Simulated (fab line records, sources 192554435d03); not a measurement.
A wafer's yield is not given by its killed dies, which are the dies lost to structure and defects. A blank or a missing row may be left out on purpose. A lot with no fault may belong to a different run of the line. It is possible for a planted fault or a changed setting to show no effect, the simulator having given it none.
Chamber matching    flow n5_finfet    4 sister chambers for N5_BEOL_M5_STRIP_19 on rie_diel-03
The step strips in O2. 14 wafers are shown with their chamber, then 7 later ones without.

WAFERS WITH THEIR CHAMBER
wafer   chamber  showerhead_plenum_p_Torr (Torr)  drypump_motor_current_A (A)  throttle_valve_pct (%)
L080.2  0        1.95                             5.7                          16.81
L080.5  2        2.17                             5.2                          16.89
L080.6  3        2.00                             5.7                          17.04
L085.3  1        2.08                             5.6                          16.72
L085.4  0        1.94                             5.6                          16.87
L085.5  0        1.94                             5.6                          16.81
L088.1  3        1.99                             5.7                          17.07
L088.2  0        1.94                             5.7                          16.84
L088.3  1        2.08                             5.6                          16.74
L087.3  3        1.99                             5.7                          17.05
L087.5  1        2.08                             5.6                          16.76
L087.6  2        2.17                             5.2                          16.92
L092.1  3        1.99                             5.7                          17.07
L092.3  0        1.94                             5.7                          16.86

SIGNATURES (means of the wafers above)
reading                   chamber 0  chamber 1  chamber 2  chamber 3  scatter within a chamber
showerhead_plenum_p_Torr  1.9420     2.0800     2.1700     1.9925     0.00394
drypump_motor_current_A   5.660      5.600      5.200      5.700      0.0346
throttle_valve_pct        16.8380    16.7400    16.9050    17.0575    0.0224
Rule: for each reading, subtract the chamber's mean from the wafer's reading, divide by that reading's scatter and square the result; add these up over the readings and take the root, which gives the wafer's distance from the chamber. The wafer belongs to the nearest chamber; if the next one is less than 2 further off, it can't be placed. How the scatter is found: for the shown wafers, subtract from each reading the mean of its chamber, square and add these, divide the total by (wafers less chambers), then take the root.

WAFERS WHOSE CHAMBER IS MISSING
wafer   showerhead_plenum_p_Torr (Torr)  drypump_motor_current_A (A)  throttle_valve_pct (%)
L092.6  1.99                             5.7                          17.07
L093.1  2.08                             5.6                          16.78
L093.3  1.94                             5.7                          16.89
L093.6  1.94                             5.7                          16.88
L094.2  1.99                             5.7                          17.08
L094.3  2.08                             5.6                          16.78
L094.6  2.08                             5.6                          16.78

THE CHAMBER EACH PASSED THROUGH
wafer   from the rows above  in truth
L092.6  3                    3
L093.1  1                    1
L093.3  0                    0
L093.6  0                    0
L094.2  3                    3
L094.3  1                    1
L094.6  1                    1
Placed correctly: 7 of 7. Left unplaced by these rows: 0. Number placed wrongly: 0.
